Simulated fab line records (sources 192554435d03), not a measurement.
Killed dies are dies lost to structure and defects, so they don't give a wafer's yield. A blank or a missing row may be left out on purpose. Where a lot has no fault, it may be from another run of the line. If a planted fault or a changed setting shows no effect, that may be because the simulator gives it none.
Chamber matching || flow n5-finfet || N5_BEOL_M12_CMP_49 on cmp-04: 4 sister chambers
The step polishes, stops on SiOC, t overpolish 20.6 s, target thk 320 nm. 4 wafers are shown with their chamber, then 8 later ones without.

WAFERS, EACH WITH ITS CHAMBER
{"wafer": "L082.5", "chamber": 3, "motor-current-A (A)": 6.1}
{"wafer": "L090.2", "chamber": 1, "motor-current-A (A)": 5.2}
{"wafer": "L090.6", "chamber": 2, "motor-current-A (A)": 6.1}
{"wafer": "L093.3", "chamber": 0, "motor-current-A (A)": 6.9}

WAFERS WITHOUT THEIR CHAMBER
{"wafer": "L093.4", "motor-current-A (A)": 5.9}
{"wafer": "L093.5", "motor-current-A (A)": 6.6}
{"wafer": "L091.1", "motor-current-A (A)": 6.0}
{"wafer": "L091.3", "motor-current-A (A)": 6.2}
{"wafer": "L091.6", "motor-current-A (A)": 5.7}
{"wafer": "L094.1", "motor-current-A (A)": 6.1}
{"wafer": "L094.2", "motor-current-A (A)": 5.2}
{"wafer": "L094.3", "motor-current-A (A)": 6.7}

THE CHAMBER EACH PASSED THROUGH
{"wafer": "L093.4", "from the rows above": "can't be placed: 2 or 3", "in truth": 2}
{"wafer": "L093.5", "from the rows above": "can't be placed: 0 or 2 or 3", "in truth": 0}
{"wafer": "L091.1", "from the rows above": "can't be placed: 2 or 3", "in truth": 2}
{"wafer": "L091.3", "from the rows above": "can't be placed: 2 or 3", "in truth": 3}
{"wafer": "L091.6", "from the rows above": "can't be placed: 2 or 3 or 1", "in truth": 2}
{"wafer": "L094.1", "from the rows above": "can't be placed: 2 or 3", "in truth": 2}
{"wafer": "L094.2", "from the rows above": 1, "in truth": 1}
{"wafer": "L094.3", "from the rows above": "can't be placed: 0 or 2 or 3", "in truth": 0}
Correct placement for 1 of the 8. Unplaceable from these rows: 7, with the true chamber sitting among the candidates in 7. Placed wrongly: 0.
How it was worked out, from the rows above alone: a wafer's distance from a chamber is the root of the sum, over the readings, of the square of ((its reading less the chamber's mean) divided by the reading's scatter). The wafer belongs to the nearest chamber; if the next one is less than 2 further off, it can't be placed. A chamber's mean is the mean of its shown wafers. The scatter (one wafer shown for each chamber): square how far every hidden wafer sits from the nearest shown wafer, average those squares and take the square root.
